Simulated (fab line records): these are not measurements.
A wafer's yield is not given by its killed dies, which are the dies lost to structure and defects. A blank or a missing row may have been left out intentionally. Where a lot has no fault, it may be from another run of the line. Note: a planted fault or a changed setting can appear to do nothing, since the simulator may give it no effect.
Which tool did it? || flow n5-finfet || Sampling: 12 lots, 36 wafers, 4 of 1938 route steps

WHAT THE GAUGES SHOWED, per wafer
N5_PASSIVATION_OVL_MEAS_66. Usual: PASS_OPEN_OVL typically reads 0 nm, with standard deviation 4.6.
{"lot": "L133", "measured": "day 14 11:22", "on": "overlay-02", "PASS_OPEN_OVL (nm)": "-6 -2 0", "flag": ""}
{"lot": "L135", "measured": "day 14 06:25", "on": "overlay-01", "PASS_OPEN_OVL (nm)": "-7 -3 -1", "flag": ""}
{"lot": "L134", "measured": "day 14 02:53", "on": "overlay-01", "PASS_OPEN_OVL (nm)": "-7 0 -5", "flag": ""}
{"lot": "L136", "measured": "day 14 11:41", "on": "overlay-01", "PASS_OPEN_OVL (nm)": "-2 -2 -7", "flag": ""}
{"lot": "L138", "measured": "day 15 09:26", "on": "overlay-02", "PASS_OPEN_OVL (nm)": "6 1 4", "flag": ""}
{"lot": "L140", "measured": "day 15 06:56", "on": "overlay-01", "PASS_OPEN_OVL (nm)": "3 0 -4", "flag": ""}
{"lot": "L143", "measured": "day 16 14:36", "on": "overlay-02", "PASS_OPEN_OVL (nm)": "-6 -4 -1", "flag": ""}
{"lot": "L148", "measured": "day 17 02:44", "on": "overlay-01", "PASS_OPEN_OVL (nm)": "-6 -4 -8", "flag": ""}
{"lot": "L152", "measured": "day 19 09:07", "on": "overlay-02", "PASS_OPEN_OVL (nm)": "-3 2 0", "flag": ""}
{"lot": "L153", "measured": "day 19 03:04", "on": "overlay-02", "PASS_OPEN_OVL (nm)": "-5 -6 -1", "flag": ""}
{"lot": "L154", "measured": "day 18 19:09", "on": "overlay-01", "PASS_OPEN_OVL (nm)": "-2 3 1", "flag": ""}
{"lot": "L156", "measured": "day 19 15:37", "on": "overlay-01", "PASS_OPEN_OVL (nm)": "-1 -7 2", "flag": ""}

TOOL THAT RAN EACH LOT (tool first, then ch and the chambers of the sampled wafers, then the start)
{"lot": "L133", "N5_BEOL_M8_HM_STRIP_39": "wet-bench-02 ch 1,2,6, day 11 06:16", "N5_PASSIVATION_ETCH_15": "rie-diel-04 ch 0,3, day 14 08:22 or earlier", "N5_PASSIVATION_SPUTTER_20": "pvd-sputter-02, day 14 08:22"}
{"lot": "L135", "N5_BEOL_M8_HM_STRIP_39": "wet-bench-01 ch 1,3,7, day 11 06:19", "N5_PASSIVATION_ETCH_15": "rie-diel-06 ch 0,1,3, day 14 03:56 or earlier", "N5_PASSIVATION_SPUTTER_20": "pvd-sputter-03, day 14 03:56"}
{"lot": "L134", "N5_BEOL_M8_HM_STRIP_39": "wet-bench-01 ch 0,4,5, day 11 07:50", "N5_PASSIVATION_ETCH_15": "rie-diel-02 ch 0,3, day 13 23:18 or earlier", "N5_PASSIVATION_SPUTTER_20": "pvd-sputter-01, day 13 23:18"}
{"lot": "L136", "N5_BEOL_M8_HM_STRIP_39": "wet-bench-03 ch 1,6,7, day 11 16:04", "N5_PASSIVATION_ETCH_15": "rie-diel-06 ch 0,1,3, day 14 08:58 or earlier", "N5_PASSIVATION_SPUTTER_20": "pvd-sputter-02, day 14 08:58"}
{"lot": "L138", "N5_BEOL_M8_HM_STRIP_39": "wet-bench-01 ch 0,4,7, day 12 12:44", "N5_PASSIVATION_ETCH_15": "rie-diel-04 ch 0,1,3, day 15 06:54 or earlier", "N5_PASSIVATION_SPUTTER_20": "pvd-sputter-02, day 15 06:54"}
{"lot": "L140", "N5_BEOL_M8_HM_STRIP_39": "wet-bench-02 ch 1,4,5, day 12 14:19", "N5_PASSIVATION_ETCH_15": "rie-diel-04 ch 0,1,2, day 15 04:25 or earlier", "N5_PASSIVATION_SPUTTER_20": "pvd-sputter-02, day 15 04:25"}
{"lot": "L143", "N5_BEOL_M8_HM_STRIP_39": "wet-bench-02 ch 1,3,7, day 13 16:35", "N5_PASSIVATION_ETCH_15": "rie-diel-06 ch 1,2,3, day 16 11:54 or earlier", "N5_PASSIVATION_SPUTTER_20": "pvd-sputter-01, day 16 11:54"}
{"lot": "L148", "N5_BEOL_M8_HM_STRIP_39": "wet-bench-01 ch 0,3,5, day 14 00:52", "N5_PASSIVATION_ETCH_15": "rie-diel-04 ch 1,2,3, day 16 23:30 or earlier", "N5_PASSIVATION_SPUTTER_20": "pvd-sputter-01, day 16 23:30"}
{"lot": "L152", "N5_BEOL_M8_HM_STRIP_39": "wet-bench-03 ch 2,3,6, day 15 23:01", "N5_PASSIVATION_ETCH_15": "rie-diel-06 ch 1,2, day 19 06:10 or earlier", "N5_PASSIVATION_SPUTTER_20": "pvd-sputter-03, day 19 06:10"}
{"lot": "L153", "N5_BEOL_M8_HM_STRIP_39": "wet-bench-03 ch 2,3,7, day 16 02:10", "N5_PASSIVATION_ETCH_15": "rie-diel-06 ch 1,2,3, day 19 00:35 or earlier", "N5_PASSIVATION_SPUTTER_20": "pvd-sputter-03, day 19 00:35"}
{"lot": "L154", "N5_BEOL_M8_HM_STRIP_39": "wet-bench-01 ch 0,1,7, day 16 02:40", "N5_PASSIVATION_ETCH_15": "rie-diel-06 ch 1,2,3, day 18 16:47 or earlier", "N5_PASSIVATION_SPUTTER_20": "pvd-sputter-03, day 18 16:47"}
{"lot": "L156", "N5_BEOL_M8_HM_STRIP_39": "wet-bench-03 ch 1,6,7, day 16 23:02", "N5_PASSIVATION_ETCH_15": "rie-diel-04 ch 0,3, day 19 12:50 or earlier", "N5_PASSIVATION_SPUTTER_20": "pvd-sputter-02, day 19 12:50"}
- N5_BEOL_M8_HM_STRIP_39: strips TiN in peroxide tin strip, target depth 25 nm, time 158 s.
- N5_PASSIVATION_ETCH_15: etches SiCN in CF4/N2, target depth 75 nm, time 81.2 s.
- N5_PASSIVATION_SPUTTER_20: material TaN, target thk 50 nm.

AS READ BY THE TOOLS THEMSELVES (means over the sampled wafers that have a number; for cases with no such wafer, the mark the record gives instead)
N5_PASSIVATION_ETCH_15. Usual: drypump-motor-current-A 5.8 A, standard deviation 0.57; oes-product-au 0.77 a.u., standard deviation 0.08; rf-vpp-V 381.7 V, standard deviation 1.9; showerhead-plenum-p-Torr 2.18 Torr, standard deviation 0.067; throttle-valve-pct 15.52 %, standard deviation 0.2.
{"lot": "L133", "tool": "rie-diel-04", "drypump-motor-current-A (A)": 5.9, "oes-product-au (a.u.)": 0.82, "rf-vpp-V (V)": 380.6, "showerhead-plenum-p-Torr (Torr)": 2.14, "throttle-valve-pct (%)": 15.46, "flag": ""}
{"lot": "L135", "tool": "rie-diel-06", "drypump-motor-current-A (A)": 5.8, "oes-product-au (a.u.)": 0.74, "rf-vpp-V (V)": 382.9, "showerhead-plenum-p-Torr (Torr)": 2.23, "throttle-valve-pct (%)": 15.58, "flag": ""}
{"lot": "L134", "tool": "rie-diel-02", "drypump-motor-current-A (A)": 6.3, "oes-product-au (a.u.)": 0.80, "rf-vpp-V (V)": 381.3, "showerhead-plenum-p-Torr (Torr)": 2.16, "throttle-valve-pct (%)": 15.64, "flag": ""}
{"lot": "L136", "tool": "rie-diel-06", "drypump-motor-current-A (A)": 5.8, "oes-product-au (a.u.)": 0.75, "rf-vpp-V (V)": 382.8, "showerhead-plenum-p-Torr (Torr)": 2.23, "throttle-valve-pct (%)": 15.58, "flag": ""}
{"lot": "L138", "tool": "rie-diel-04", "drypump-motor-current-A (A)": 5.6, "oes-product-au (a.u.)": 0.81, "rf-vpp-V (V)": 380.8, "showerhead-plenum-p-Torr (Torr)": 2.16, "throttle-valve-pct (%)": 15.52, "flag": ""}
{"lot": "L140", "tool": "rie-diel-04", "drypump-motor-current-A (A)": 5.4, "oes-product-au (a.u.)": 0.78, "rf-vpp-V (V)": 381.2, "showerhead-plenum-p-Torr (Torr)": 2.15, "throttle-valve-pct (%)": 15.50, "flag": ""}
{"lot": "L143", "tool": "rie-diel-06", "drypump-motor-current-A (A)": 5.5, "oes-product-au (a.u.)": 0.69, "rf-vpp-V (V)": 380.8, "showerhead-plenum-p-Torr (Torr)": 2.18, "throttle-valve-pct (%)": 15.73, "flag": ""}
{"lot": "L148", "tool": "rie-diel-04", "drypump-motor-current-A (A)": 5.3, "oes-product-au (a.u.)": 0.85, "rf-vpp-V (V)": 383.0, "showerhead-plenum-p-Torr (Torr)": 2.22, "throttle-valve-pct (%)": 15.44, "flag": ""}
{"lot": "L152", "tool": "rie-diel-06", "drypump-motor-current-A (A)": 5.8, "oes-product-au (a.u.)": 0.80, "rf-vpp-V (V)": 380.9, "showerhead-plenum-p-Torr (Torr)": 2.14, "throttle-valve-pct (%)": 15.60, "flag": ""}
{"lot": "L153", "tool": "rie-diel-06", "drypump-motor-current-A (A)": 5.5, "oes-product-au (a.u.)": 0.79, "rf-vpp-V (V)": 381.4, "showerhead-plenum-p-Torr (Torr)": 2.17, "throttle-valve-pct (%)": 15.61, "flag": ""}
{"lot": "L154", "tool": "rie-diel-06", "drypump-motor-current-A (A)": 5.5, "oes-product-au (a.u.)": 0.79, "rf-vpp-V (V)": 381.3, "showerhead-plenum-p-Torr (Torr)": 2.18, "throttle-valve-pct (%)": 15.60, "flag": ""}
{"lot": "L156", "tool": "rie-diel-04", "drypump-motor-current-A (A)": 5.7, "oes-product-au (a.u.)": 0.76, "rf-vpp-V (V)": 379.8, "showerhead-plenum-p-Torr (Torr)": 2.11, "throttle-valve-pct (%)": 15.62, "flag": ""}

N5_PASSIVATION_SPUTTER_20. Usual: substrate-temp-c 25.01 C, standard deviation 0.11; throttle-valve-pct 30.3 %, standard deviation 1.4.
{"lot": "L133", "tool": "pvd-sputter-02", "substrate-temp-c (C)": 25.02, "throttle-valve-pct (%)": 29.5, "flag": ""}
{"lot": "L135", "tool": "pvd-sputter-03", "substrate-temp-c (C)": 24.94, "throttle-valve-pct (%)": 29.5, "flag": ""}
{"lot": "L134", "tool": "pvd-sputter-01", "substrate-temp-c (C)": 25.12, "throttle-valve-pct (%)": 32.0, "flag": ""}
{"lot": "L136", "tool": "pvd-sputter-02", "substrate-temp-c (C)": 24.84, "throttle-valve-pct (%)": 30.6, "flag": ""}
{"lot": "L138", "tool": "pvd-sputter-02", "substrate-temp-c (C)": 25.01, "throttle-valve-pct (%)": 29.3, "flag": ""}
{"lot": "L140", "tool": "pvd-sputter-02", "substrate-temp-c (C)": 24.93, "throttle-valve-pct (%)": 30.1, "flag": ""}
{"lot": "L143", "tool": "pvd-sputter-01", "substrate-temp-c (C)": 24.98, "throttle-valve-pct (%)": 31.1, "flag": ""}
{"lot": "L148", "tool": "pvd-sputter-01", "substrate-temp-c (C)": 24.90, "throttle-valve-pct (%)": 31.1, "flag": ""}
{"lot": "L152", "tool": "pvd-sputter-03", "substrate-temp-c (C)": 25.05, "throttle-valve-pct (%)": 29.3, "flag": ""}
{"lot": "L153", "tool": "pvd-sputter-03", "substrate-temp-c (C)": 25.13, "throttle-valve-pct (%)": 30.2, "flag": ""}
{"lot": "L154", "tool": "pvd-sputter-03", "substrate-temp-c (C)": 24.98, "throttle-valve-pct (%)": 29.7, "flag": ""}
{"lot": "L156", "tool": "pvd-sputter-02", "substrate-temp-c (C)": 24.96, "throttle-valve-pct (%)": 30.5, "flag": ""}

THE ANSWER, worked out from the rows above alone
Rule: take the mean of a lot's wafers that have a number; if it is more than 3 standard deviations from the usual mean, the lot is off. Also off: a lot with no number at a reading for which 4 or more lots have one. Where the step has rows for the other lots, those lots are counted as sound. Order of review: gauges by route order, followed by the tools' own readings, for which a lot's mean as printed above is used. The first step at which some lot is off is used, and at that step the reading that is off furthest; a lot without a number counts as furthest.
No lot is off on any of the readings shown, so nothing can be concluded from this.

WHAT WAS PUT IN BY THE SIMULATOR
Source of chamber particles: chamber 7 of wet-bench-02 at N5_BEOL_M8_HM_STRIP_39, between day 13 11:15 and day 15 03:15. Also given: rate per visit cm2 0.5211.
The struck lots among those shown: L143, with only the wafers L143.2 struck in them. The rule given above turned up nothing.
